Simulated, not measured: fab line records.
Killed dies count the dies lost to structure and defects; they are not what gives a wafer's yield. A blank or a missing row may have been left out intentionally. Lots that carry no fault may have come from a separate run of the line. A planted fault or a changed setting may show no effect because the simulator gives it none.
Matching of chambers || flow n5 finfet || N5_BEOL_M11_CURE_72 on uv cure-03: 3 sister chambers
The step cures SiCOH lowk, time 120 s. 6 wafers are shown with their chamber, then 9 later ones without.

== WAFERS, EACH WITH ITS CHAMBER ==
{"wafer": "L086.2", "chamber": 0, "wafer_temp_C_max": 370.9, "lamp power pct (%)": 52.27}
{"wafer": "L086.6", "chamber": 0, "wafer_temp_C_max": 371.9, "lamp power pct (%)": 52.27}
{"wafer": "L091.4", "chamber": 1, "wafer_temp_C_max": 372.3, "lamp power pct (%)": 52.34}
{"wafer": "L091.5", "chamber": 1, "wafer_temp_C_max": 372.6, "lamp power pct (%)": 52.35}
{"wafer": "L090.3", "chamber": 2, "wafer_temp_C_max": 372.6, "lamp power pct (%)": 52.25}
{"wafer": "L090.6", "chamber": 2, "wafer_temp_C_max": 373.5, "lamp power pct (%)": 52.34}

== WAFERS WITH NO CHAMBER GIVEN ==
{"wafer": "L092.2", "wafer_temp_C_max": 372.1, "lamp power pct (%)": 52.33}
{"wafer": "L092.4", "wafer_temp_C_max": 372.1, "lamp power pct (%)": 52.23}
{"wafer": "L092.5", "wafer_temp_C_max": 372.7, "lamp power pct (%)": 52.29}
{"wafer": "L096.1", "wafer_temp_C_max": 372.1, "lamp power pct (%)": 52.32}
{"wafer": "L096.4", "wafer_temp_C_max": 371.8, "lamp power pct (%)": 52.33}
{"wafer": "L096.5", "wafer_temp_C_max": 373.0, "lamp power pct (%)": 52.21}
{"wafer": "L095.3", "wafer_temp_C_max": 371.9, "lamp power pct (%)": 52.26}
{"wafer": "L095.5", "wafer_temp_C_max": 371.9, "lamp power pct (%)": 52.31}
{"wafer": "L095.6", "wafer_temp_C_max": 372.3, "lamp power pct (%)": 52.36}

== CHAMBER TAKEN BY EACH ==
{"wafer": "L092.2", "from the rows above": "can't be placed: 1 or 2 or 0", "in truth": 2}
{"wafer": "L092.4", "from the rows above": "can't be placed: 0 or 2 or 1", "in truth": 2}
{"wafer": "L092.5", "from the rows above": "can't be placed: 2 or 1 or 0", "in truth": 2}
{"wafer": "L096.1", "from the rows above": "can't be placed: 1 or 2 or 0", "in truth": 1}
{"wafer": "L096.4", "from the rows above": "can't be placed: 1 or 0 or 2", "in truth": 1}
{"wafer": "L096.5", "from the rows above": "can't be placed: 2 or 0 or 1", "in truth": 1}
{"wafer": "L095.3", "from the rows above": "can't be placed: 0 or 2 or 1", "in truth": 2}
{"wafer": "L095.5", "from the rows above": "can't be placed: 1 or 0 or 2", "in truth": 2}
{"wafer": "L095.6", "from the rows above": "can't be placed: 1 or 2", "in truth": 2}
Placed correctly: 0 of 9. These rows do not allow placing 9 (true chamber among the candidates in 9). Number placed wrongly: 0.
How it was worked out, from the rows above alone: a wafer's distance from a chamber is the root of the sum, over the readings, of the square of ((its reading less the chamber's mean) divided by the reading's scatter). The wafer belongs to the nearest chamber; if the next one is less than 2 further off, it can't be placed. For every chamber, the mean is computed from those of its wafers that are shown. The scatter is the square root of a quotient: the sum, over the shown wafers, of each reading's squared deviation from its chamber's mean, divided by wafers minus chambers.
